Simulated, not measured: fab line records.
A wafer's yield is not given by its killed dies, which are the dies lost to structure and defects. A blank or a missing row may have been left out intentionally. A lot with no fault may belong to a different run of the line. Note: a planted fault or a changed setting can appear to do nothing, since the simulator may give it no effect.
Which of the tools did it? / flow n5_finfet / 27 wafers from 9 lots sampled at 5 of the route's 1938 steps

## WHAT THE GAUGES READ, wafer by wafer
N5_MOL_CONTACT_COAG_THK_MEAS_29. Usual: MD_CAP_THK 17.93 nm, standard deviation 0.1.
lot=L377; measured=day 5 12:17; on=film_metro-01; MD_CAP_THK (nm)=17.89 18.10 17.86; flag=
lot=L378; measured=day 5 18:35; on=film_metro-02; MD_CAP_THK (nm)=17.95 17.96 17.88; flag=
lot=L382; measured=day 6 22:25; on=film_metro-02; MD_CAP_THK (nm)=17.79 17.73 17.88; flag=
lot=L385; measured=day 7 20:26; on=film_metro-01; MD_CAP_THK (nm)=17.93 18.06 17.96; flag=
lot=L386; measured=day 7 22:51; on=film_metro-02; MD_CAP_THK (nm)=17.97 17.84 17.91; flag=
lot=L388; measured=day 8 14:08; on=film_metro-01; MD_CAP_THK (nm)=17.88 18.02 17.83; flag=
lot=L390; measured=day 8 22:17; on=film_metro-02; MD_CAP_THK (nm)=17.94 17.91 17.80; flag=
lot=L396; measured=day 10 10:25; on=film_metro-02; MD_CAP_THK (nm)=17.91 17.95 17.82; flag=
lot=L398; measured=day 11 02:32; on=film_metro-01; MD_CAP_THK (nm)=17.91 18.02 17.98; flag=

N5_BEOL_M4_RC_MEAS_101. Usual: DIBL_N 36.2 mV/V, standard deviation 1.6; DIBL_P 36.1 mV/V, standard deviation 2; IOFF_N 0.16 nA/um, standard deviation 0.032; IOFF_P 0.22 nA/um, standard deviation 0.036; ION_N 672 uA/um, standard deviation 11; ION_P 463 uA/um, standard deviation 7.5; SS_N 71.4 mV/dec, standard deviation 0.58; SS_P 73.2 mV/dec, standard deviation 0.67; VT_N 250 mV, standard deviation 3.3; VT_P -250 mV, standard deviation 3.3.
lot=L377; measured=day 8 11:39; on=prober-02; DIBL_N (mV/V)=35.8 35.9 38.0; DIBL_P (mV/V)=36.9 35.7 39.7; IOFF_N (nA/um)=0.15 0.15 0.19; IOFF_P (nA/um)=0.22 0.19 0.27; ION_N (uA/um)=678 664 675; ION_P (uA/um)=470 457 469; SS_N (mV/dec)=71.6 71.4 72.2; SS_P (mV/dec)=73.6 72.8 74.3; VT_N (mV)=248 249 249; VT_P (mV)=-250 -252 -249; flag=
lot=L378; measured=day 8 13:38; on=prober-02; DIBL_N (mV/V)=36.3 37.3 37.1; DIBL_P (mV/V)=35.6 37.0 36.1; IOFF_N (nA/um)=0.16 0.18 0.16; IOFF_P (nA/um)=0.23 0.25 0.22; ION_N (uA/um)=683 680 680; ION_P (uA/um)=474 465 472; SS_N (mV/dec)=71.8 71.7 71.6; SS_P (mV/dec)=73.3 73.5 73.8; VT_N (mV)=247 247 248; VT_P (mV)=-250 -246 -250; flag=
lot=L382; measured=day 9 21:27; on=prober-02; DIBL_N (mV/V)=34.3 33.2 35.8; DIBL_P (mV/V)=33.8 33.0 37.2; IOFF_N (nA/um)=0.13 0.12 0.16; IOFF_P (nA/um)=0.17 0.15 0.22; ION_N (uA/um)=659 648 670; ION_P (uA/um)=452 440 458; SS_N (mV/dec)=71.4 70.8 71.2; SS_P (mV/dec)=72.2 72.7 73.9; VT_N (mV)=255 257 249; VT_P (mV)=-256 -258 -252; flag=
lot=L385; measured=day 10 18:22; on=prober-02; DIBL_N (mV/V)=36.8 36.4 34.8; DIBL_P (mV/V)=37.0 36.5 35.0; IOFF_N (nA/um)=0.18 0.18 0.15; IOFF_P (nA/um)=0.23 0.22 0.21; ION_N (uA/um)=673 676 676; ION_P (uA/um)=461 470 465; SS_N (mV/dec)=71.7 71.3 71.6; SS_P (mV/dec)=73.3 73.8 73.7; VT_N (mV)=248 249 248; VT_P (mV)=-250 -251 -248; flag=
lot=L386; measured=day 10 22:03; on=prober-01; DIBL_N (mV/V)=35.3 36.7 36.0; DIBL_P (mV/V)=35.8 37.5 36.4; IOFF_N (nA/um)=0.15 0.18 0.15; IOFF_P (nA/um)=0.24 0.27 0.24; ION_N (uA/um)=675 681 677; ION_P (uA/um)=474 474 471; SS_N (mV/dec)=71.6 72.1 71.7; SS_P (mV/dec)=72.6 73.8 73.5; VT_N (mV)=250 247 250; VT_P (mV)=-246 -243 -247; flag=
lot=L388; measured=day 11 13:42; on=prober-02; DIBL_N (mV/V)=37.5 39.5 37.5; DIBL_P (mV/V)=39.2 41.9 39.3; IOFF_N (nA/um)=0.22 0.26 0.20; IOFF_P (nA/um)=0.26 0.31 0.25; ION_N (uA/um)=680 693 690; ION_P (uA/um)=463 475 472; SS_N (mV/dec)=71.8 73.1 71.6; SS_P (mV/dec)=74.1 74.5 74.0; VT_N (mV)=243 243 245; VT_P (mV)=-250 -246 -250; flag=
lot=L390; measured=day 12 06:14; on=prober-02; DIBL_N (mV/V)=35.3 41.1 36.6; DIBL_P (mV/V)=35.2 40.7 37.4; IOFF_N (nA/um)=0.15 0.29 0.17; IOFF_P (nA/um)=0.20 0.29 0.23; ION_N (uA/um)=676 699 674; ION_P (uA/um)=465 466 466; SS_N (mV/dec)=71.4 73.2 71.1; SS_P (mV/dec)=73.8 74.8 73.8; VT_N (mV)=248 240 247; VT_P (mV)=-251 -247 -247; flag=
lot=L396; measured=day 13 06:59; on=prober-02; DIBL_N (mV/V)=33.0 38.4 35.4; DIBL_P (mV/V)=30.8 38.8 34.2; IOFF_N (nA/um)=0.11 0.20 0.13; IOFF_P (nA/um)=0.15 0.27 0.19; ION_N (uA/um)=649 676 670; ION_P (uA/um)=449 463 463; SS_N (mV/dec)=71.1 71.9 71.2; SS_P (mV/dec)=72.6 74.0 72.6; VT_N (mV)=257 248 251; VT_P (mV)=-254 -244 -249; flag=
lot=L398; measured=day 15 03:51; on=prober-02; DIBL_N (mV/V)=38.7 36.5 34.7; DIBL_P (mV/V)=39.5 37.2 35.7; IOFF_N (nA/um)=0.20 0.16 0.13; IOFF_P (nA/um)=0.25 0.22 0.20; ION_N (uA/um)=694 679 661; ION_P (uA/um)=469 470 465; SS_N (mV/dec)=72.4 72.2 71.4; SS_P (mV/dec)=73.6 73.4 72.2; VT_N (mV)=244 250 252; VT_P (mV)=-246 -247 -252; flag=

## WHAT TOOL EACH LOT RAN ON (gives the tool, then ch and the chambers of the sampled wafers, and finally the start)
lot=L377; N5_MOL_CONTACT_COAG_DESCUM_88=rie_diel-01 ch 0,3, day 5 14:07; N5_MOL_CONTACT_COAG_ETCH_89=rie_diel-01 ch 0,3, day 5 14:09; N5_MOL_CONTACT_COAG_ETCH_91=rie_diel-01 ch 1,2, day 5 14:28
lot=L378; N5_MOL_CONTACT_COAG_DESCUM_88=rie_diel-01 ch 1,2, day 5 20:14; N5_MOL_CONTACT_COAG_ETCH_89=rie_diel-01 ch 1,2, day 5 20:16; N5_MOL_CONTACT_COAG_ETCH_91=rie_diel-01 ch 0,1, day 5 20:35
lot=L382; N5_MOL_CONTACT_COAG_DESCUM_88=rie_diel-01 ch 2,3, day 6 23:34; N5_MOL_CONTACT_COAG_ETCH_89=rie_diel-01 ch 2,3, day 6 23:35; N5_MOL_CONTACT_COAG_ETCH_91=rie_diel-01 ch 0,2, day 6 23:58
lot=L385; N5_MOL_CONTACT_COAG_DESCUM_88=rie_diel-06 ch 1,2,3, day 7 21:26; N5_MOL_CONTACT_COAG_ETCH_89=rie_diel-06 ch 1,2,3, day 7 21:29; N5_MOL_CONTACT_COAG_ETCH_91=rie_diel-01 ch 0,3, day 7 22:44
lot=L386; N5_MOL_CONTACT_COAG_DESCUM_88=rie_diel-02 ch 1,2,3, day 8 01:04; N5_MOL_CONTACT_COAG_ETCH_89=rie_diel-02 ch 1,2,3, day 8 01:07; N5_MOL_CONTACT_COAG_ETCH_91=rie_diel-06 ch 0,1,2, day 8 01:26
lot=L388; N5_MOL_CONTACT_COAG_DESCUM_88=rie_diel-06 ch 0,3, day 8 17:51; N5_MOL_CONTACT_COAG_ETCH_89=rie_diel-06 ch 0,3, day 8 17:53; N5_MOL_CONTACT_COAG_ETCH_91=rie_diel-01 ch 2,3, day 8 19:13
lot=L390; N5_MOL_CONTACT_COAG_DESCUM_88=rie_diel-01 ch 1,2, day 9 00:01; N5_MOL_CONTACT_COAG_ETCH_89=rie_diel-01 ch 1,2, day 9 00:02; N5_MOL_CONTACT_COAG_ETCH_91=rie_diel-01 ch 0,2, day 9 00:22
lot=L396; N5_MOL_CONTACT_COAG_DESCUM_88=rie_diel-02 ch 0,3, day 10 11:37; N5_MOL_CONTACT_COAG_ETCH_89=rie_diel-02 ch 0,3, day 10 11:38; N5_MOL_CONTACT_COAG_ETCH_91=rie_diel-06 ch 0,1,2, day 10 11:58
lot=L398; N5_MOL_CONTACT_COAG_DESCUM_88=rie_diel-01 ch 0,1,2, day 11 03:32; N5_MOL_CONTACT_COAG_ETCH_89=rie_diel-01 ch 0,1,2, day 11 03:35; N5_MOL_CONTACT_COAG_ETCH_91=rie_diel-02 ch 0,3, day 11 03:55
- N5_MOL_CONTACT_COAG_DESCUM_88: chemistry O2, time 7 s.
- N5_MOL_CONTACT_COAG_ETCH_89: etches underlayer in N2/H2, target depth 13 nm, time 10.4 s.
- N5_MOL_CONTACT_COAG_ETCH_91: etches SOC in N2/H2, target depth 60 nm, overetch 21 nm, time 101.2 s.

## WHAT THE TOOLS THEMSELVES READ (means of the sampled wafers that have a number; where no wafer has one, the mark that the record gives instead)
N5_MOL_CONTACT_COAG_DESCUM_88. Usual: drypump_motor_current_A 5.7 A, standard deviation 0.54; oes_product_au 0.79 a.u., standard deviation 0.11; rf_vpp_V 242.7 V, standard deviation 1.5; showerhead_plenum_p_Torr 2.07 Torr, standard deviation 0.08; throttle_valve_pct 20.38 %, standard deviation 0.24.
lot=L377; tool=rie_diel-01; drypump_motor_current_A (A)=6.0; oes_product_au (a.u.)=0.77; rf_vpp_V (V)=243.4; showerhead_plenum_p_Torr (Torr)=2.09; throttle_valve_pct (%)=20.44; flag=
lot=L378; tool=rie_diel-01; drypump_motor_current_A (A)=6.2; oes_product_au (a.u.)=0.70; rf_vpp_V (V)=241.3; showerhead_plenum_p_Torr (Torr)=2.06; throttle_valve_pct (%)=20.68; flag=
lot=L382; tool=rie_diel-01; drypump_motor_current_A (A)=5.8; oes_product_au (a.u.)=0.88; rf_vpp_V (V)=242.5; showerhead_plenum_p_Torr (Torr)=2.07; throttle_valve_pct (%)=20.48; flag=
lot=L385; tool=rie_diel-06; drypump_motor_current_A (A)=5.2; oes_product_au (a.u.)=0.88; rf_vpp_V (V)=242.7; showerhead_plenum_p_Torr (Torr)=2.10; throttle_valve_pct (%)=20.30; flag=
lot=L386; tool=rie_diel-02; drypump_motor_current_A (A)=5.7; oes_product_au (a.u.)=0.78; rf_vpp_V (V)=242.8; showerhead_plenum_p_Torr (Torr)=2.06; throttle_valve_pct (%)=20.27; flag=
lot=L388; tool=rie_diel-06; drypump_motor_current_A (A)=5.4; oes_product_au (a.u.)=0.96; rf_vpp_V (V)=243.9; showerhead_plenum_p_Torr (Torr)=2.18; throttle_valve_pct (%)=20.22; flag=
lot=L390; tool=rie_diel-01; drypump_motor_current_A (A)=5.6; oes_product_au (a.u.)=0.97; rf_vpp_V (V)=242.1; showerhead_plenum_p_Torr (Torr)=2.06; throttle_valve_pct (%)=20.10; flag=
lot=L396; tool=rie_diel-02; drypump_motor_current_A (A)=6.2; oes_product_au (a.u.)=0.69; rf_vpp_V (V)=241.3; showerhead_plenum_p_Torr (Torr)=1.97; throttle_valve_pct (%)=20.23; flag=
lot=L398; tool=rie_diel-01; drypump_motor_current_A (A)=5.9; oes_product_au (a.u.)=0.87; rf_vpp_V (V)=243.6; showerhead_plenum_p_Torr (Torr)=2.06; throttle_valve_pct (%)=20.24; flag=

N5_MOL_CONTACT_COAG_ETCH_89. Usual: drypump_motor_current_A 5.7 A (standard deviation 0.54); etch_rf_on_time_s 10.45 s (standard deviation 0.22); oes_product_au 0.68 a.u. (standard deviation 0.091); rf_fwd_power_W 819.1 W (standard deviation 2.5); rf_vpp_V 523.1 V (standard deviation 2.7); showerhead_plenum_p_Torr 2.51 Torr (standard deviation 0.092); throttle_valve_pct 17.84 % (standard deviation 0.21).
lot=L377; tool=rie_diel-01; drypump_motor_current_A (A)=6.0; etch_rf_on_time_s (s)=10.52; oes_product_au (a.u.)=0.65; rf_fwd_power_W (W)=821.2; rf_vpp_V (V)=523.6; showerhead_plenum_p_Torr (Torr)=2.54; throttle_valve_pct (%)=17.86; flag=
lot=L378; tool=rie_diel-01; drypump_motor_current_A (A)=6.2; etch_rf_on_time_s (s)=10.53; oes_product_au (a.u.)=0.60; rf_fwd_power_W (W)=822.8; rf_vpp_V (V)=522.8; showerhead_plenum_p_Torr (Torr)=2.50; throttle_valve_pct (%)=18.13; flag=
lot=L382; tool=rie_diel-01; drypump_motor_current_A (A)=5.8; etch_rf_on_time_s (s)=10.20; oes_product_au (a.u.)=0.75; rf_fwd_power_W (W)=819.5; rf_vpp_V (V)=523.8; showerhead_plenum_p_Torr (Torr)=2.50; throttle_valve_pct (%)=17.77; flag=
lot=L385; tool=rie_diel-06; drypump_motor_current_A (A)=5.2; etch_rf_on_time_s (s)=10.41; oes_product_au (a.u.)=0.74; rf_fwd_power_W (W)=819.7; rf_vpp_V (V)=522.9; showerhead_plenum_p_Torr (Torr)=2.54; throttle_valve_pct (%)=17.69; flag=
lot=L386; tool=rie_diel-02; drypump_motor_current_A (A)=5.7; etch_rf_on_time_s (s)=10.59; oes_product_au (a.u.)=0.66; rf_fwd_power_W (W)=818.0; rf_vpp_V (V)=523.0; showerhead_plenum_p_Torr (Torr)=2.52; throttle_valve_pct (%)=17.81; flag=
lot=L388; tool=rie_diel-06; drypump_motor_current_A (A)=5.5; etch_rf_on_time_s (s)=10.15; oes_product_au (a.u.)=0.82; rf_fwd_power_W (W)=821.1; rf_vpp_V (V)=526.3; showerhead_plenum_p_Torr (Torr)=2.64; throttle_valve_pct (%)=17.66; flag=
lot=L390; tool=rie_diel-01; drypump_motor_current_A (A)=5.7; etch_rf_on_time_s (s)=10.29; oes_product_au (a.u.)=0.83; rf_fwd_power_W (W)=819.0; rf_vpp_V (V)=523.7; showerhead_plenum_p_Torr (Torr)=2.49; throttle_valve_pct (%)=17.53; flag=
lot=L396; tool=rie_diel-02; drypump_motor_current_A (A)=6.2; etch_rf_on_time_s (s)=10.61; oes_product_au (a.u.)=0.59; rf_fwd_power_W (W)=819.9; rf_vpp_V (V)=520.6; showerhead_plenum_p_Torr (Torr)=2.43; throttle_valve_pct (%)=17.95; flag=
lot=L398; tool=rie_diel-01; drypump_motor_current_A (A)=6.0; etch_rf_on_time_s (s)=10.55; oes_product_au (a.u.)=0.73; rf_fwd_power_W (W)=819.4; rf_vpp_V (V)=522.0; showerhead_plenum_p_Torr (Torr)=2.51; throttle_valve_pct (%)=17.68; flag=

N5_MOL_CONTACT_COAG_ETCH_91. Usual: drypump_motor_current_A 5.7 A, standard deviation 0.55; oes_product_au 0.69 a.u., standard deviation 0.085; rf_fwd_power_W 835 W, standard deviation 3.1; rf_vpp_V 523.4 V, standard deviation 2.4; showerhead_plenum_p_Torr 2.52 Torr, standard deviation 0.08; throttle_valve_pct 17.78 %, standard deviation 0.22.
lot=L377; tool=rie_diel-01; drypump_motor_current_A (A)=6.2; oes_product_au (a.u.)=0.59; rf_fwd_power_W (W)=834; rf_vpp_V (V)=523.6; showerhead_plenum_p_Torr (Torr)=2.50; throttle_valve_pct (%)=18.09; flag=
lot=L378; tool=rie_diel-01; drypump_motor_current_A (A)=6.2; oes_product_au (a.u.)=0.65; rf_fwd_power_W (W)=832; rf_vpp_V (V)=523.8; showerhead_plenum_p_Torr (Torr)=2.54; throttle_valve_pct (%)=17.87; flag=
lot=L382; tool=rie_diel-01; drypump_motor_current_A (A)=5.7; oes_product_au (a.u.)=0.63; rf_fwd_power_W (W)=838; rf_vpp_V (V)=523.7; showerhead_plenum_p_Torr (Torr)=2.53; throttle_valve_pct (%)=17.76; flag=
lot=L385; tool=rie_diel-01; drypump_motor_current_A (A)=6.0; oes_product_au (a.u.)=0.70; rf_fwd_power_W (W)=1038; rf_vpp_V (V)=486.9; showerhead_plenum_p_Torr (Torr)=2.53; throttle_valve_pct (%)=17.73; flag=OFF
lot=L386; tool=rie_diel-06; drypump_motor_current_A (A)=5.3; oes_product_au (a.u.)=0.74; rf_fwd_power_W (W)=835; rf_vpp_V (V)=526.5; showerhead_plenum_p_Torr (Torr)=2.62; throttle_valve_pct (%)=17.76; flag=
lot=L388; tool=rie_diel-01; drypump_motor_current_A (A)=5.5; oes_product_au (a.u.)=0.81; rf_fwd_power_W (W)=1037; rf_vpp_V (V)=485.5; showerhead_plenum_p_Torr (Torr)=2.49; throttle_valve_pct (%)=17.46; flag=OFF
lot=L390; tool=rie_diel-01; drypump_motor_current_A (A)=5.7; oes_product_au (a.u.)=0.70; rf_fwd_power_W (W)=1039; rf_vpp_V (V)=487.4; showerhead_plenum_p_Torr (Torr)=2.52; throttle_valve_pct (%)=17.62; flag=OFF
lot=L396; tool=rie_diel-06; drypump_motor_current_A (A)=5.3; oes_product_au (a.u.)=0.71; rf_fwd_power_W (W)=837; rf_vpp_V (V)=525.4; showerhead_plenum_p_Torr (Torr)=2.61; throttle_valve_pct (%)=17.79; flag=
lot=L398; tool=rie_diel-02; drypump_motor_current_A (A)=5.9; oes_product_au (a.u.)=0.58; rf_fwd_power_W (W)=836; rf_vpp_V (V)=519.8; showerhead_plenum_p_Torr (Torr)=2.42; throttle_valve_pct (%)=17.99; flag=

## THE ANSWER, worked out from the rows above alone
Rule: a lot counts as off when the mean over its wafers that have a number is more than 3 standard deviations away from the usual mean. A lot without any number at a reading at which 4 lots or more have one is off too. Where the step has rows for the other lots, those lots are counted as sound. The gauges are gone through in route order, then the tools' own readings, and for those a lot's mean is taken as printed above. The first step at which some lot is off is used, and at that step the reading that is off furthest; a lot without a number counts as furthest.
Off at N5_MOL_CONTACT_COAG_ETCH_91 (rf_fwd_power_W): L385, L388, L390.
If a tool, at that step or one of the process steps before it, ran each lot that is off and ran no sound lot following the first of them, it fits. One fits: N5_MOL_CONTACT_COAG_ETCH_91 on rie_diel-01. A fault onset in the window from L382 (day 6 23:58, its last sound lot) to L385 (day 7 22:44, its first lot off) fits.
The tool's own readings at N5_MOL_CONTACT_COAG_ETCH_91 bear it out: on the lots that are off they differ by more than 5 times the standard deviation of the sound lots' means. rf_fwd_power_W reads 1038 W there against 835 W on the sound lots; rf_vpp_V reads 486.6 V there against 523.8 V on the sound lots.

## WHAT HAD BEEN PUT IN BY THE SIMULATOR
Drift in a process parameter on rie_diel-01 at N5_MOL_CONTACT_COAG_ETCH_91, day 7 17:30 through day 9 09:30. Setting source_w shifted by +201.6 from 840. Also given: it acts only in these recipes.
Lots struck among those shown: L385, L388, L390. The same result came from the rule above.
